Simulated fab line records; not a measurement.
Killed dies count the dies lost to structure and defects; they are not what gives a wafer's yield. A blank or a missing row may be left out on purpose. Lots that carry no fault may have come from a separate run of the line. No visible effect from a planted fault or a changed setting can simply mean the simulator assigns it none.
fab line records	flow n5_finfet
record lots=7	wafers=21
route steps=1938 shown BEOL_M14@1722 BEOL_M15@1773 MIM_BOT@1833 MIM_TOP_LITHO@1845 PASSIVATION@1903
start_h: start of the lot's first displayed wafer, in hours after the record's first day	wait_h: hours from the lot's prior step to this one	" unchanged from the row above	L1.1+2: a single row standing in for several wafers	- no value, or no start was given	* or withheld: withheld	< > ~ a bound
route shown NAME@n: names a module that has steps shown in the file, with the first one's number in the route	usual: mean/standard deviation of fault-free wafers	same: alike in all rows	chamber/n: place in a boat	sites: each site's reading	_std_site: the standard deviation of these	_edge_site: inner sites' mean taken away from outer sites' mean	radius_mm: how far each site lies from the wafer's centre	mask NAME#n: copy n	behind: the most recent tool/chamber to have shaped the wafer	hold: reason for holding the lot/hours on hold/outcome of the hold	device: names the non-switching transistor (n, p or np)	end of line: the route-end tests of the same wafers	for a step that has no rows: nothing shown but its recipe	killed: at the first sort, the dies lost to defects and structure; wafer yield is something else	map: dies across one wafer; x = killed, . = not, _ = none there
set.NAME: setting as actually run; set.NAME@STEP: the setting as run at that earlier step	model.NAME: the simulator's own value behind a step, which no gauge read
lots where settings were altered on purpose, with a table for each step and a row for each wafer
## steps
# step N5_BEOL_M14_EXPOSE_07
# recipe mask_id=V13	na=0.8	source_shape=annular	sigma_inner=0.5	sigma_outer=0.8	polarization=unpolarized	attpsm_phase_deg=180	dose_mj=57
lot.wafer	tool	chamber	start_h	wait_h	mask	set.dose_mj
L076.2+3+6	krf_scanner-02	0	250.22	-	V13#0	57
L077.1+3	krf_scanner-02	0	259.55	-	V13#0	54.24
L077.5	"	0	"	"	V13#0	57
L090.2	krf_scanner-01	0	334.91	-	V13#0	57
L090.3+6	"	0	"	"	V13#0	59.66
L089.1+4+5	krf_scanner-02	0	342.46	-	V13#0	57
L095.1+2+5	krf_scanner-01	0	366.29	-	V13#0	57
L094.1	krf_scanner-02	0	368.96	-	V13#0	58.51
L094.2+3	"	0	"	"	V13#0	57
L097.4+5	krf_scanner-01	0	378.23	-	V13#0	59.59
L097.6	"	0	"	"	V13#0	57
# step N5_BEOL_M14_PEB_08
# recipe peb_temp_c=130	peb_time_s=90
# step N5_BEOL_M14_DEVELOP_09
# recipe develop_time_s=45	rinse_liquid=diw	dry=air_spin	dev_temp_c=21
# step N5_BEOL_M14_HARDBAKE_14
# recipe temp_c=130	time_s=120
# step N5_BEOL_M14_CD_MEAS_10
# recipe target_cd_nm=250	landing_energy_ev=500	detector=se_inlens	polarity=opening
# usual cd_nm=250.1/1.5
lot.wafer	tool	chamber	start_h	wait_h	set.dose_mj@BEOL_M14_EXPOSE_07	cd_nm
L076.2	cd_sem-02	0	250.39	-	57	249.4
L076.3	"	0	"	"	57	249.2
L076.6	"	0	"	"	57	250.6
L077.1	cd_sem-02	0	259.72	-	54.24	244.8
L077.3	"	0	"	"	54.24	242.5
L077.5	"	0	"	"	57	250.4
L090.2	cd_sem-02	0	335.08	-	57	249.2
L090.3	"	0	"	"	59.66	256.7
L090.6	"	0	"	"	59.66	256.1
L089.1	cd_sem-03	0	342.64	-	57	247.5
L089.4	"	0	"	"	57	250.6
L089.5	"	0	"	"	57	247.2
L095.1	cd_sem-01	0	366.46	-	57	249.8
L095.2	"	0	"	"	57	249.4
L095.5	"	0	"	"	57	249.7
L094.1	cd_sem-01	0	369.14	-	58.51	253.7
L094.2	"	0	"	"	57	252.7
L094.3	"	0	"	"	57	250.6
L097.4	cd_sem-03	0	378.39	-	59.59	256.2
L097.5	"	0	"	"	59.59	256.9
L097.6	"	0	"	"	57	251.2
# step N5_BEOL_M14_DESCUM_15
# recipe chemistry=O2	time_s=7.9	source_power_w=50	bias_power_w=20	pressure_mtorr=20	rf_frequency_hz=2.712e+07	temp_c=40	o2_flow_sccm=225
# step N5_BEOL_M14_ETCH_59
# recipe chemistry=N2/H2	target=BARC	target_depth_a=890	overetch_a=267	time_s=67.9	ion_energy_ev=200	pressure_mtorr=30	source_w=840	bias_w=150	n2_flow_sccm=200	h2_flow_sccm=200
# step N5_BEOL_M14_VIA_ETCH_16
# recipe chemistry=C4F8/O2/Ar	target=SiO2	he_inner_torr=15	he_outer_torr=30	target_depth_a=12313	time_s=withheld	ion_energy_ev=800	pressure_mtorr=20	source_w=1905	bias_w=2040	Ar_flow_sccm=400	C4F8_flow_sccm=16	O2_flow_sccm=12	ends=cleared
lot.wafer	tool	chamber	start_h	wait_h	set.time_s@BEOL_M14_ILD_DEP_00	model.etch.depth_nm	model.coat_of_BEOL_M14_COAT_04.thk_nm
L076.2	rie_diel-06	2	250.57	0.0	*	1106	449.8
L076.3	"	0	"	"	*	1126	446.2
L076.6	"	2	"	"	*	1126	446
L077.1	rie_diel-05	3	259.90	0.0	*	1120	454
L077.3	"	1	"	"	*	988.6	486.8
L077.5	"	1	"	"	*	989.7	484.4
L090.2	rie_diel-05	3	335.32	0.0	*	1108	456.6
L090.3	"	1	"	"	*	1103	458.6
L090.6	"	3	"	"	*	1113	455.4
L089.1	rie_diel-06	3	342.81	0.0	*	1133	452
L089.4	"	1	"	"	*	1125	458.6
L089.5	"	0	"	"	*	1095	461.8
L095.1	rie_diel-06	1	366.71	0.0	*	1120	453
L095.2	"	0	"	"	*	1116	450.8
L095.5	"	3	"	"	*	1064	464.6
L094.1	rie_diel-05	0	369.36	0.0	*	1152	449.4
L094.2	"	3	"	"	*	1114	457.4
L094.3	"	1	"	"	*	1151	450.6
L097.4	rie_diel-05	2	378.56	0.0	*	1134	449.2
L097.5	"	3	"	"	*	1247	424
L097.6	"	2	"	"	*	1136	453.6
# step N5_BEOL_M15_ILD_DEP_00
# recipe material=SiO2	target_thk_a=16293	temp_c=400	precursor=TEOS/O2	pressure_torr=6.5	rf_w=900	teos_flow_sccm=161.4	gas=O2	flow_sccm=2650	time_s=346.1
lot.wafer	tool	chamber	start_h	wait_h	set.time_s	model.SiO2_of_BEOL_M15_ILD_DEP_00.thk_nm
L076.2	pecvd-03	0	254.14	0.0	346.1	1624
L076.3	"	2	"	"	346.1	1585
L076.6	"	1	"	"	346.1	1641
L077.1	pecvd-03	2	263.41	0.0	346.1	1598
L077.3	"	0	"	"	346.1	1635
L077.5	"	1	"	"	346.1	1634
L090.2	pecvd-03	2	338.86	0.0	346.1	1574
L090.3	"	0	"	"	371	1738
L090.6	"	2	"	"	346.1	1604
L089.1	pecvd-03	1	346.25	0.0	297	1325
L089.4	"	1	"	"	346.1	1591
L089.5	"	2	"	"	297	1375
L095.1	pecvd-03	0	371.48	0.0	346.1	1615
L095.2	"	2	"	"	346.1	1594
L095.5	"	0	"	"	346.1	1643
L094.1	pecvd-01	0	373.87	0.0	346.1	1593
L094.2	"	1	"	"	346.1	1610
L094.3	"	2	"	"	314.8	1464
L097.4	pecvd-01	1	383.71	0.1	361.2	1752
L097.5	"	2	"	"	346.1	1668
L097.6	"	0	"	"	361.2	1742
# step N5_BEOL_M15_THK_MEAS_01
# recipe reads=SiO2_of_BEOL_M15_ILD_DEP_00
# usual M15_ILD_THK=1629/23
lot.wafer	tool	chamber	start_h	wait_h	set.time_s@BEOL_M15_ILD_DEP_00	M15_ILD_THK[nm]
L076.2	film_metro-01	-	254.39	0.1	346.1	1622
L076.3	"	-	"	"	346.1	1586
L076.6	"	-	"	"	346.1	1642
L077.1	film_metro-01	-	263.66	0.1	346.1	1597
L077.3	"	-	"	"	346.1	1634
L077.5	"	-	"	"	346.1	1634
L090.2	film_metro-02	-	339.11	0.1	346.1	1573
L090.3	"	-	"	"	371	1738
L090.6	"	-	"	"	346.1	1603
L089.1	film_metro-01	-	346.50	0.1	297	1325
L089.4	"	-	"	"	346.1	1592
L089.5	"	-	"	"	297	1375
L095.1	film_metro-02	-	371.73	0.1	346.1	1614
L095.2	"	-	"	"	346.1	1593
L095.5	"	-	"	"	346.1	1643
L094.1	film_metro-02	-	374.12	0.1	346.1	1594
L094.2	"	-	"	"	346.1	1611
L094.3	"	-	"	"	314.8	1463
L097.4	film_metro-02	-	383.85	0.0	361.2	1752
L097.5	"	-	"	"	346.1	1669
L097.6	"	-	"	"	361.2	1743
# step N5_BEOL_M15_EXPOSE_07
# recipe mask_id=V14	na=0.8	source_shape=annular	sigma_inner=0.5	sigma_outer=0.8	polarization=unpolarized	attpsm_phase_deg=180	dose_mj=41.25
lot.wafer	tool	chamber	start_h	wait_h	mask	set.dose_mj
L076.2+3+6	krf_scanner-02	0	254.53	-	V14#0	41.25
L077.1+5	krf_scanner-02	0	263.79	-	V14#0	41.25
L077.3	"	0	"	"	V14#0	43.46
L090.2	krf_scanner-01	0	339.25	-	V14#0	41.25
L090.3+6	"	0	"	"	V14#0	40.44
L089.1+5	krf_scanner-01	0	346.63	-	V14#0	41.25
L089.4	"	0	"	"	V14#0	43.41
L095.1+2+5	krf_scanner-02	0	371.86	-	V14#0	41.25
L094.1+2+3	krf_scanner-02	0	374.25	-	V14#0	41.25
L097.4+5+6	krf_scanner-02	0	384.00	-	V14#0	39.17
# step N5_BEOL_M15_PEB_08
# recipe peb_temp_c=130	peb_time_s=90
# step N5_BEOL_M15_DEVELOP_09
# recipe develop_time_s=45	rinse_liquid=diw	dry=air_spin	dev_temp_c=21
# step N5_BEOL_M15_HARDBAKE_14
# recipe temp_c=130	time_s=120
# step N5_BEOL_M15_CD_MEAS_10
# recipe target_cd_nm=360	landing_energy_ev=500	detector=se_inlens	polarity=opening
# usual cd_nm=359.8/1.5
lot.wafer	tool	chamber	start_h	wait_h	set.dose_mj@BEOL_M15_EXPOSE_07	cd_nm
L076.2	cd_sem-03	0	254.69	-	41.25	360.5
L076.3	"	0	"	"	41.25	359.9
L076.6	"	0	"	"	41.25	359.0
L077.1	cd_sem-02	0	263.96	-	41.25	357.8
L077.3	"	0	"	"	43.46	364.9
L077.5	"	0	"	"	41.25	358.0
L090.2	cd_sem-01	0	339.42	-	41.25	361.3
L090.3	"	0	"	"	40.44	355.6
L090.6	"	0	"	"	40.44	356.2
L089.1	cd_sem-02	0	346.80	-	41.25	361.0
L089.4	"	0	"	"	43.41	366.7
L089.5	"	0	"	"	41.25	360.0
L095.1	cd_sem-02	0	372.04	-	41.25	360.0
L095.2	"	0	"	"	41.25	358.7
L095.5	"	0	"	"	41.25	358.3
L094.1	cd_sem-02	0	374.43	-	41.25	360.8
L094.2	"	0	"	"	41.25	361.0
L094.3	"	0	"	"	41.25	360.6
L097.4	cd_sem-03	0	384.16	-	39.17	352.6
L097.5	"	0	"	"	39.17	353.1
L097.6	"	0	"	"	39.17	353.9
# step N5_BEOL_M15_DESCUM_15
# recipe chemistry=O2	time_s=7.9	source_power_w=50	bias_power_w=20	pressure_mtorr=20	rf_frequency_hz=2.712e+07	temp_c=40	o2_flow_sccm=225
# step N5_BEOL_M15_ETCH_59
# recipe chemistry=N2/H2	target=BARC	target_depth_a=890	overetch_a=267	time_s=67.9	ion_energy_ev=200	pressure_mtorr=30	source_w=840	bias_w=150	n2_flow_sccm=200	h2_flow_sccm=200
# step N5_BEOL_M15_VIA_ETCH_16
# recipe chemistry=C4F8/O2/Ar	target=SiO2	he_inner_torr=15	he_outer_torr=30	target_depth_a=17922	time_s=withheld	ion_energy_ev=800	pressure_mtorr=20	source_w=1905	bias_w=2040	Ar_flow_sccm=400	C4F8_flow_sccm=16	O2_flow_sccm=12	ends=cleared
lot.wafer	tool	chamber	start_h	wait_h	set.time_s@BEOL_M15_ILD_DEP_00	model.etch.depth_nm	model.coat_of_BEOL_M15_COAT_04.thk_nm
L076.2	rie_diel-04	2	255.68	0.0	*	1624	337.6
L076.3	"	3	"	"	*	1585	342
L076.6	"	1	"	"	*	1641	326.2
L077.1	rie_diel-04	1	264.14	0.0	*	1598	339
L077.3	"	3	"	"	*	1635	330.8
L077.5	"	1	"	"	*	1634	329.8
L090.2	rie_diel-03	2	339.59	0.0	*	1574	344.6
L090.3	"	3	"	"	*	1738	313
L090.6	"	1	"	"	*	1604	339.8
L089.1	rie_diel-03	2	346.98	0.0	*	1325	402.4
L089.4	"	3	"	"	*	1591	345.6
L089.5	"	2	"	"	*	1375	394.6
L095.1	rie_diel-01	2	372.49	0.0	*	1615	335.8
L095.2	"	3	"	"	*	1594	344.4
L095.5	"	2	"	"	*	1643	329.8
L094.1	rie_diel-01	0	374.60	0.0	*	1593	344.8
L094.2	"	1	"	"	*	1610	336.6
L094.3	"	3	"	"	*	1464	374.2
L097.4	rie_diel-03	1	384.33	0.0	*	1752	301
L097.5	"	2	"	"	*	1668	321
L097.6	"	1	"	"	*	1742	306.8
# step N5_BEOL_M15_STRIP_63
# recipe chemistry=O2	power_w=600	temp_c=60	pressure_mtorr=30	rf_frequency_hz=6e+07	bias_power_w=0	overash_fraction=0.3	o2_flow_sccm=225
# step N5_BEOL_M15_STRIP_64
# recipe chemistry=O2	power_w=600	temp_c=60	pressure_mtorr=30	rf_frequency_hz=6e+07	bias_power_w=0	overash_fraction=0.3	o2_flow_sccm=225
# step N5_BEOL_M15_STRIP_65
# recipe chemistry=post_etch_residue_remover	time_s=60	temp_c=25	remover_ph=withheld	remover_water_wt_pct=withheld	remover_fluoride_wt_pct=withheld
# step N5_BEOL_M15_SRD_66
# recipe time_s=30	temp_c=23	rinse_liquid=diw	dry=n2_spin	spin_rpm=1500	dry_time_s=30
# step N5_BEOL_M15_CD_MEAS_17
# recipe target_cd_nm=360	polarity=opening
# usual cd_nm=360.9/1.8
lot.wafer	tool	chamber	start_h	wait_h	set.dose_mj@BEOL_M15_EXPOSE_07	cd_nm
L076.2	cd_sem-01	-	256.09	0.0	41.25	360.9
L076.3	"	-	"	"	41.25	360.8
L076.6	"	-	"	"	41.25	360.3
L077.1	cd_sem-01	-	264.55	0.0	41.25	358.2
L077.3	"	-	"	"	43.46	365.9
L077.5	"	-	"	"	41.25	358.7
L090.2	cd_sem-02	-	340.00	0.0	41.25	361.3
L090.3	"	-	"	"	40.44	357.2
L090.6	"	-	"	"	40.44	357.2
L089.1	cd_sem-02	-	347.39	0.0	41.25	361.0
L089.4	"	-	"	"	43.41	368.0
L089.5	"	-	"	"	41.25	360.2
L095.1	cd_sem-01	-	372.90	0.0	41.25	360.8
L095.2	"	-	"	"	41.25	357.4
L095.5	"	-	"	"	41.25	359.8
L094.1	cd_sem-02	-	375.01	0.0	41.25	360.0
L094.2	"	-	"	"	41.25	362.7
L094.3	"	-	"	"	41.25	359.7
L097.4	cd_sem-02	-	384.74	0.0	39.17	353.6
L097.5	"	-	"	"	39.17	354.4
L097.6	"	-	"	"	39.17	354.9
# step N5_MIM_BOT_SPUTTER_00
# recipe material=TiN	target_thk_a=350	temp_c=200	power_w=3000	chamber_pressure_pa=0.49996	gas=Ar	reactive_partial_pa=0.37997	time_s=89.7
lot.wafer	tool	chamber	start_h	wait_h	set.time_s	model.TiN_of_MIM_BOT_SPUTTER_00.thk_nm
L076.2	pvd_sputter-02	-	263.88	0.0	89.7	35.8
L076.3+6	"	-	"	"	89.7	35.4
L077.1+3	pvd_sputter-03	-	270.33	0.0	89.7	35.4
L077.5	"	-	"	"	89.7	35.2
L090.2	pvd_sputter-02	-	348.69	0.0	89.7	35
L090.3	"	-	"	"	89.7	35.4
L090.6	"	-	"	"	89.7	35.2
L089.1	pvd_sputter-02	-	357.66	0.0	89.7	34.8
L089.4	"	-	"	"	89.7	35.4
L089.5	"	-	"	"	89.7	35
L095.1+5	pvd_sputter-02	-	380.10	0.0	85.12	33.4
L095.2	"	-	"	"	85.12	33.8
L094.1+3	pvd_sputter-03	-	380.98	0.0	89.7	35
L094.2	"	-	"	"	102.3	40
L097.4	pvd_sputter-02	-	392.17	0.0	102.4	39.4
L097.5	"	-	"	"	89.7	34.4
L097.6	"	-	"	"	102.4	39.8
# step N5_MIM_TOP_LITHO_DEVELOP_07
# recipe develop_time_s=60	rinse_liquid=diw	dry=air_spin	dev_temp_c=21
lot.wafer	tool	chamber	start_h	wait_h	set.develop_time_s
L076.2+3+6	litho_track-02	0	-	-	60
L077.1+3+5	litho_track-01	0	-	-	60
L090.2+3+6	litho_track-02	0	-	-	60
L089.1+4	litho_track-02	0	-	-	60
L089.5	"	0	"	"	66.6
L095.1+2+5	litho_track-02	0	-	-	60
L094.1	litho_track-01	0	-	-	60
L094.2+3	"	0	"	"	72.67
L097.4+5	litho_track-05	0	-	-	60
L097.6	"	0	"	"	48.42
# step N5_MIM_TOP_LITHO_HARDBAKE_09
# recipe temp_c=130	time_s=120
# step N5_MIM_TOP_LITHO_CD_MEAS_08
# recipe target_cd_nm=2000	landing_energy_ev=500	detector=se_inlens
# usual cd_nm=2000.4/1.4
lot.wafer	tool	chamber	start_h	wait_h	set.develop_time_s@MIM_TOP_LITHO_DEVELOP_07	cd_nm
L076.2	cd_sem-02	0	265.06	-	60	1998.6
L076.3	"	0	"	"	60	2000.7
L076.6	"	0	"	"	60	1999.9
L077.1	cd_sem-01	0	271.44	-	60	2002.3
L077.3	"	0	"	"	60	2002.4
L077.5	"	0	"	"	60	2002.9
L090.2	cd_sem-03	0	352.99	-	60	2000.2
L090.3	"	0	"	"	60	2000.4
L090.6	"	0	"	"	60	2003.0
L089.1	cd_sem-03	0	359.16	-	60	2001.8
L089.4	"	0	"	"	60	2002.1
L089.5	"	0	"	"	66.6	1998.6
L095.1	cd_sem-03	0	382.13	-	60	1999.8
L095.2	"	0	"	"	60	2001.9
L095.5	"	0	"	"	60	2002.3
L094.1	cd_sem-03	0	382.36	-	60	2001.4
L094.2	"	0	"	"	72.67	1996.3
L094.3	"	0	"	"	72.67	1997.7
L097.4	cd_sem-02	0	393.67	-	60	1998.2
L097.5	"	0	"	"	60	1999.4
L097.6	"	0	"	"	48.42	2004.0
# step N5_PASSIVATION_DEVELOP_29
# recipe develop_time_s=60	rinse_liquid=diw	dry=air_spin	dev_temp_c=21
lot.wafer	tool	chamber	start_h	wait_h	set.develop_time_s
L076.2+3+6	litho_track-01	0	-	-	60
L077.1+3	litho_track-04	0	-	-	60
L077.5	"	0	"	"	52.33
L090.2+3+6	litho_track-01	0	-	-	50.17
L089.1+5	litho_track-05	0	-	-	60
L089.4	"	0	"	"	51.22
L095.1+2	litho_track-05	0	-	-	51.56
L095.5	"	0	"	"	60
L094.1	litho_track-01	0	-	-	65.74
L094.2+3	"	0	"	"	60
L097.4	litho_track-01	0	-	-	71.55
L097.5+6	"	0	"	"	60
# step N5_PASSIVATION_HARDBAKE_31
# recipe temp_c=130	time_s=120
# step N5_PASSIVATION_CD_MEAS_30
# recipe target_cd_nm=4000	landing_energy_ev=500	detector=se_inlens	polarity=opening
# usual cd_nm=3999.7/1.3
lot.wafer	tool	chamber	start_h	wait_h	set.develop_time_s@PASSIVATION_DEVELOP_29	cd_nm
L076.2	cd_sem-02	0	270.05	-	60	3997.9
L076.3	"	0	"	"	60	3998.2
L076.6	"	0	"	"	60	3998.3
L077.1	cd_sem-02	0	277.08	-	60	4001.8
L077.3	"	0	"	"	60	4001.5
L077.5	"	0	"	"	52.33	3998.0
L090.2	cd_sem-01	0	358.59	-	50.17	3996.5
L090.3	"	0	"	"	50.17	3997.1
L090.6	"	0	"	"	50.17	3995.7
L089.1	cd_sem-03	0	362.94	-	60	3997.8
L089.4	"	0	"	"	51.22	3996.0
L089.5	"	0	"	"	60	3998.6
L095.1	cd_sem-03	0	386.38	-	51.56	3997.4
L095.2	"	0	"	"	51.56	3996.5
L095.5	"	0	"	"	60	3999.3
L094.1	cd_sem-03	0	386.60	-	65.74	4001.7
L094.2	"	0	"	"	60	4000.7
L094.3	"	0	"	"	60	3999.2
L097.4	cd_sem-03	0	397.85	-	71.55	4002.4
L097.5	"	0	"	"	60	4000.4
L097.6	"	0	"	"	60	3998.5
## key
split step=N5_BEOL_M14_EXPOSE_07	setting=dose_mj	stated=57	by=wafer
response step=N5_BEOL_M14_CD_MEAS_10	reading=cd_nm	change=+1.32	per=1%	r=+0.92
split step=N5_BEOL_M15_ILD_DEP_00	setting=time_s	stated=346.1	by=wafer
response step=N5_BEOL_M15_ILD_DEP_00	reading=model.SiO2_of_BEOL_M15_ILD_DEP_00.thk_nm	change=+17.2	per=1%	r=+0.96
response step=N5_BEOL_M15_THK_MEAS_01	reading=M15_ILD_THK	change=+17.3	per=1%	r=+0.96
response step=N5_BEOL_M15_VIA_ETCH_16	reading=model.etch.depth_nm	change=+17.2	per=1%	r=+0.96
response step=N5_BEOL_M15_VIA_ETCH_16	reading=model.coat_of_BEOL_M15_COAT_04.thk_nm	change=-3.78	per=1%	r=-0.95
split step=N5_BEOL_M15_EXPOSE_07	setting=dose_mj	stated=41.25	by=wafer
response step=N5_BEOL_M15_CD_MEAS_10	reading=cd_nm	change=+1.34	per=1%	r=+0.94
response step=N5_BEOL_M15_CD_MEAS_17	reading=cd_nm	change=+1.45	per=1%	r=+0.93
split step=N5_MIM_BOT_SPUTTER_00	setting=time_s	stated=89.7	by=wafer
response step=N5_MIM_BOT_SPUTTER_00	reading=model.TiN_of_MIM_BOT_SPUTTER_00.thk_nm	change=+0.362	per=1%	r=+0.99
split step=N5_MIM_TOP_LITHO_DEVELOP_07	setting=develop_time_s	stated=60	by=wafer
response step=N5_MIM_TOP_LITHO_CD_MEAS_08	reading=cd_nm	change=-0.243	per=1%	r=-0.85
split step=N5_PASSIVATION_DEVELOP_29	setting=develop_time_s	stated=60	by=wafer
response step=N5_PASSIVATION_CD_MEAS_30	reading=cd_nm	change=+0.179	per=1%	r=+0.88
split outside_this_file step=N5_BEOL_M14_ILD_DEP_00 setting=time_s
# split outside_this_file: this setting was split too, and the file shows its column; the key of that split is in another file
